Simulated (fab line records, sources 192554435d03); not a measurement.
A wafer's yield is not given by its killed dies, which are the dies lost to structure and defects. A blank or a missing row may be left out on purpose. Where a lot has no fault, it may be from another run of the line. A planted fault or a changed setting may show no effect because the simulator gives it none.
Struck lot and sound lot, side by side / flow n5Finfet / 16 out of 1938 route steps
Sound: the wafers L156.1, L156.2, L156.4. The struck wafers were L171.1, L171.3, L171.5. The cause is given at the end.
Order at every step that has rows: each side's tool, ch and its chambers, its first start. Under that, the readings that differ: sound wafers / struck wafers / difference of the means / sigmas: that difference in standard deviations of wafers without a fault.
alike: words and numbers the same on both sides, and readings whose means are apart by under 2 such deviations; not compared: readings that were withheld, readings missing a value for some wafer, numbers with overlapping values and no deviation given by the record, and bounds like >300 which may hide the same value.
The two part at a step that has a row with sigmas, a row that says differs or no value, or rows on one side only. When numbers do not overlap yet have no deviation, they are printed without sigmas and do not part them. A reading missing from all wafers of one side parts the sides only when that side holds two or more wafers.

N5_BEOL_M2_ANNEAL_95: time 240 s.
  sound on pvdSputter-02, day 7 04:05; struck on pvdSputter-02, day 11 05:25
  alike: heaterPowerW, susceptorTempC, susceptor_temp_C_max
N5_BEOL_M2_SPUTTER_96: material Cu, target thk 4.5 nm, time 8.29 s.
  sound on pvdSputter-02, day 7 04:13; struck on pvdSputter-02, day 11 05:33
  alike: susceptorTempC, throttleValvePct
then, 1 step without rows for these wafers: N5_BEOL_M2_ECD_50 (material Cu, target thk 300 nm).
N5_BEOL_M2_ANNEAL_51: time 90 s.
  sound on rtpAnneal-02 ch 0, day 7 04:49; struck on rtpAnneal-01 ch 0, day 11 05:44
  alike: wafer_temp_C_max
N5_BEOL_M2_CMP_52: polishes, stops on SiOC, t overpolish 6.8 s, target thk 40 nm.
  sound on cmp-04 ch 0,1,3, day 7 05:08; struck on cmp-02 ch 2,3, day 11 06:08
  alike: barrierFieldEndpointS, motorCurrentA, overpolishRunS, platenRpm, timeToEndpointS
N5_BEOL_M2_THK_MEAS_53: measures by xrf.
  sound on filmMetro-01, day 7 05:26; struck on filmMetro-02, day 11 06:26
  alike: M2_THK
then, 3 steps without rows for these wafers: N5_BEOL_M2_PRE_CLEAN_60 (time 15 s); N5_BEOL_M2_CO_CAP_55 (material Co, precursor CCTBA/H2, target thk 2 nm, time 102.1 s); N5_BEOL_M2_PRE_CLEAN_56 (time 15 s).
N5_BEOL_M2_DEP_57: deposits SiCN from 3MS/NH3, target thk 8 nm, time 14 s.
  sound on pecvd-04 ch 1,2, day 7 05:38; struck on pecvd-02 ch 0,1,2, day 11 06:37
  alike: showerheadPlenumPTorr, throttleValvePct
N5_BEOL_M2_RS_MEAS_58: the measuring method here is four-point-probe.
  sound on filmMetro-02, day 7 05:43; struck on filmMetro-02, day 11 06:41
  alike: M2_RS
N5_BEOL_M2_INSPECT_59: inspects for defects (darkfield).
  sound on defectInspect-02, day 7 05:45; struck on defectInspect-01, day 11 06:43
  alike: rawDefectCount
N5_BEOL_M3_ILD_DEP_00: deposits SiOC from DEMS/O2, target thk 79 nm, time 15.3 s.
  sound on pecvd-01 ch 1,2, day 7 05:47; struck on pecvd-01 ch 0,1,2, day 11 06:45
reading=heaterPowerW (W); sound=349 474 351; struck=514 453 521; difference=+105; sigmas=+2
reading=susceptorTempC (C); sound=349.95 349.87 349.93; struck=359.32 359.02 359.11; difference=+9.23; sigmas=+44
  alike: showerheadPlenumPTorr, throttleValvePct
N5_BEOL_M3_THK_MEAS_01:
  sound on filmMetro-02, day 7 05:51; struck on filmMetro-01, day 11 06:49
  alike: M3_ILD_THK
N5_BEOL_M4_RC_MEAS_101:
  sound on prober-01 ch 0, day 8 08:12; struck on prober-02 ch 0, day 12 15:11
  alike: DIBL_N, DIBL_P, IOFF_N, IOFF_P, ION_N, ION_P, SS_N, SS_P, VT_N, VT_P
after that, 1 step had no rows for these wafers: N5_PASSIVATION_PROBE_49.

WHERE THEY PART
Only at N5_BEOL_M3_ILD_DEP_00, as far as this record shows. Later steps at which nothing parts them and some readings are alike: N5_BEOL_M3_THK_MEAS_01, N5_BEOL_M4_RC_MEAS_101.

WHY: what had been put in by the simulator
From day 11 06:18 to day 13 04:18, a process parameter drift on pecvd-01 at N5_BEOL_M3_ILD_DEP_00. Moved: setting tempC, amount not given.
